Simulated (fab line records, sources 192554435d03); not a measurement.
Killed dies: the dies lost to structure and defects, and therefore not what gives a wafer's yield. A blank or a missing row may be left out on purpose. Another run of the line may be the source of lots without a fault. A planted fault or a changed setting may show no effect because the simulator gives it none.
A sampling plan put to the test    flow n5 finfet    one fab line, 22 faults that these records tell of, each judged on the records of the lots that it struck; 1 more is left out, because the records don't allow judging it
The plan consists of the line's own looks: route steps at which the wafer is read by a gauge or an inspection but not changed. A look can be judged if struck wafers have a number there and the file gives its usual mean and standard deviation on fault-free wafers. Caught: a look later than the fault's first step finds the struck wafers' mean 4 or more of those standard deviations (sigma) from the usual mean. On the tool: here the same test is run on the tool's own readings at the fault's steps. If the struck wafers alone have a blank record, or they carry another recipe, that too counts as caught.

## THE FAULTS, as the simulator had put them in
1. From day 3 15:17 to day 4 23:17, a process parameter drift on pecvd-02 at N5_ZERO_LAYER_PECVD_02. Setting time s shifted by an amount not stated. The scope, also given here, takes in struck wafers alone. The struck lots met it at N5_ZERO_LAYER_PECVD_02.
2. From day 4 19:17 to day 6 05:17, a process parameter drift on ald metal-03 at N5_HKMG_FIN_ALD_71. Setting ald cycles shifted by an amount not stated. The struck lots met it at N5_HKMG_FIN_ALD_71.
3. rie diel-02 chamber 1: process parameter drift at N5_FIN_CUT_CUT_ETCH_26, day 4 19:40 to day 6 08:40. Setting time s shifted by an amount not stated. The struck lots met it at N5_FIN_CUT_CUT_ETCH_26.
4. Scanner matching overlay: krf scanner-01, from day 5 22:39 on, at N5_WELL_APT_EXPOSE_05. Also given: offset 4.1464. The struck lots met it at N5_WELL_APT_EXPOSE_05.
5. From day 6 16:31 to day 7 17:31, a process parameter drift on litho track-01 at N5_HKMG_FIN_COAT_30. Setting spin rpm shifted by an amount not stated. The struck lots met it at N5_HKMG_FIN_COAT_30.
6. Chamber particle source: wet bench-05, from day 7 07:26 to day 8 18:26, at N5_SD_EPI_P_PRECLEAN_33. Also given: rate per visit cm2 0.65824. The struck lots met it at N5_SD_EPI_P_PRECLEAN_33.
7. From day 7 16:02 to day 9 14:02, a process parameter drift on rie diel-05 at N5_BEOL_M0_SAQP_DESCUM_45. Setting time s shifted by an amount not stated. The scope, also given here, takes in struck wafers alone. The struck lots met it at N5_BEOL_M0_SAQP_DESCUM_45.
8. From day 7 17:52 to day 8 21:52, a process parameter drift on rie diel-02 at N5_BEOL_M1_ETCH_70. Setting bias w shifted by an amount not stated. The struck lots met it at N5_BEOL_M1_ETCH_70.
9. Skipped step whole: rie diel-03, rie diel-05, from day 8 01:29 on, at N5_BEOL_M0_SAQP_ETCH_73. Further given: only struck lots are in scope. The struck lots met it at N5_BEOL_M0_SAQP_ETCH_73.
10. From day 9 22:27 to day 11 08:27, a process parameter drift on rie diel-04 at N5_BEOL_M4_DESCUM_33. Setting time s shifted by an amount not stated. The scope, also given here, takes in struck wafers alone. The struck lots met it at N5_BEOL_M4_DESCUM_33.
11. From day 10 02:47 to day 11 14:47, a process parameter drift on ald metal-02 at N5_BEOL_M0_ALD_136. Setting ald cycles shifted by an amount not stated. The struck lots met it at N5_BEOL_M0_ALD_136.
12. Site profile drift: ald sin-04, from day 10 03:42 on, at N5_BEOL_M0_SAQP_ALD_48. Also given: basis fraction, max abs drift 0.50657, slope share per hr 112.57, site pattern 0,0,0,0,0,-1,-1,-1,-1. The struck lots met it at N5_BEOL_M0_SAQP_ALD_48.
13. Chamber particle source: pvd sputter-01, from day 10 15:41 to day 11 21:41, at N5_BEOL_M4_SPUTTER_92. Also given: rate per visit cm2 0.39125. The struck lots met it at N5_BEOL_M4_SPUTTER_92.
14. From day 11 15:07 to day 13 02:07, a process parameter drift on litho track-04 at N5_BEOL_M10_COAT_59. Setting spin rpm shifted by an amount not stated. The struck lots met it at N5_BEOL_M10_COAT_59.
15. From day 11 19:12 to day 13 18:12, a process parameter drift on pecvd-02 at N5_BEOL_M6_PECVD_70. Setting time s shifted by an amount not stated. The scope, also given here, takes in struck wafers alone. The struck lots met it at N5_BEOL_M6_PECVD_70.
16. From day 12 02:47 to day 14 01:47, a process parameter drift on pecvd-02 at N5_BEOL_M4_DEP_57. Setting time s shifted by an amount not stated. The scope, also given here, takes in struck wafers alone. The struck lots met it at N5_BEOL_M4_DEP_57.
17. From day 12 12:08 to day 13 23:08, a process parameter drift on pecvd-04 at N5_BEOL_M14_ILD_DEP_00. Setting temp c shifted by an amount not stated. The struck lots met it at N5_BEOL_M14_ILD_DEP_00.
18. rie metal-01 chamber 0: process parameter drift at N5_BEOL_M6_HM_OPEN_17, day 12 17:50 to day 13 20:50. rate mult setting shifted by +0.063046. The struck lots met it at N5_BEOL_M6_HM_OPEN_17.
19. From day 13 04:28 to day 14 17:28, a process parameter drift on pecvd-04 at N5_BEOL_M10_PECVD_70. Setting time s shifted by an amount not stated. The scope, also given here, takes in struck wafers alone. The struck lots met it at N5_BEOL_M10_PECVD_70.
20. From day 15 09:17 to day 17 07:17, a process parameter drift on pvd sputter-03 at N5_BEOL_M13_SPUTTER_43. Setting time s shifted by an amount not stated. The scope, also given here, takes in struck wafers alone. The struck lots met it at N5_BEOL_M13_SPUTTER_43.
21. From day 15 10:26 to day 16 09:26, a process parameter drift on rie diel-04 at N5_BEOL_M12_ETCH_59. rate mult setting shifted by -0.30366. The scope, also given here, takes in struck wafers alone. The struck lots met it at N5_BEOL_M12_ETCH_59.
22. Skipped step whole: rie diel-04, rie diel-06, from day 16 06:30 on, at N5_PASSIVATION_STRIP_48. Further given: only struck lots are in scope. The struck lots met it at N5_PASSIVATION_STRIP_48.

## WHAT THE PLAN SAW
fault  on the tool itself                                first look that catches it                       reading, sigma         median hours from its first step to that look  hours from the fault's start to the first struck lot there  judged looks passed uncaught
1      under 2 sigma                                     not the one look that can be judged after it     -                      -                                              -                                                           1
2      under 2 sigma                                     not the one look that can be judged after it     -                      -                                              -                                                           1
3      run length s -5.8 sigma                           not the one look that can be judged after it     -                      -                                              -                                                           1
4      no reading that can be judged                     not the one look that can be judged after it     -                      -                                              -                                                           1
5      spin speed rpm +99 or beyond sigma                not the one look that can be judged after it     -                      -                                              -                                                           1
6      no reading that can be judged                     N5_SD_EPI_P_INSPECT_26                           raw defect count +9.9  0.1                                            5                                                           0
7      only faintly: throttle valve pct +2.0 sigma       not the one look that can be judged after it     -                      -                                              -                                                           1
8      bias w -99 or beyond sigma                        not the one look that can be judged after it     -                      -                                              -                                                           1
9      the tool's record is blank for the struck wafers  no look after it can be judged                   -                      -                                              -                                                           0
10     under 2 sigma                                     not the one look that can be judged after it     -                      -                                              -                                                           1
11     under 2 sigma                                     not the one look that can be judged after it     -                      -                                              -                                                           1
12     under 2 sigma                                     none of the 2 looks that can be judged after it  -                      -                                              -                                                           2
13     under 2 sigma                                     none of the 3 looks that can be judged after it  -                      -                                              -                                                           3
14     spin speed rpm -42 sigma                          no look after it can be judged                   -                      -                                              -                                                           0
15     under 2 sigma                                     no look after it can be judged                   -                      -                                              -                                                           0
16     under 2 sigma                                     none of the 2 looks that can be judged after it  -                      -                                              -                                                           2
17     susceptor temp C +17 sigma                        no look after it can be judged                   -                      -                                              -                                                           0
18     under 2 sigma                                     no look after it can be judged                   -                      -                                              -                                                           0
19     under 2 sigma                                     no look after it can be judged                   -                      -                                              -                                                           0
20     under 2 sigma                                     no look after it can be judged                   -                      -                                              -                                                           0
21     under 2 sigma                                     no look after it can be judged                   -                      -                                              -                                                           0
22     the tool's record is blank for the struck wafers  N5_PASSIVATION_INSPECT_57                        raw defect count +65   2.8                                            4                                                           0
Dash: fault not caught, or number not given in these records.

Caught at a look: 2 of 22. Caught on the tool: 7 of 22. By one or the other: 8 of 22.
On the tool alone, faults 3, 5, 8, 9, 14, 17 were caught.
Caught at a look alone: fault 6.
Caught by neither: faults 1, 2, 4, 7, 10, 11, 12, 13, 15, 16, 18, 19, 20, 21.

## THINNER SAMPLING
In the worst case, this is how late the first struck lot would be measured if the look that catches a fault measured only every second or every third lot, by lot number:
fault  struck lots at that look, in order of time  every lot  every second lot  every third lot
6      L587, L591                                  5 h        may miss all 2    may miss all 2
22     L372, L373                                  4 h        15 h              may miss all 2
The hour figures run from when the fault began to the first measured lot among those it struck. The limit of 4 sigma was tested on all struck wafers together, so one lot alone may lie under it. Other struck lots may not be in these records.

## THE LONGEST TIMED WAY FROM STEP TO LOOK
Fault 22: median gap of 2.8 hours between N5_PASSIVATION_STRIP_48 and N5_PASSIVATION_INSPECT_57. No look between them can be judged.
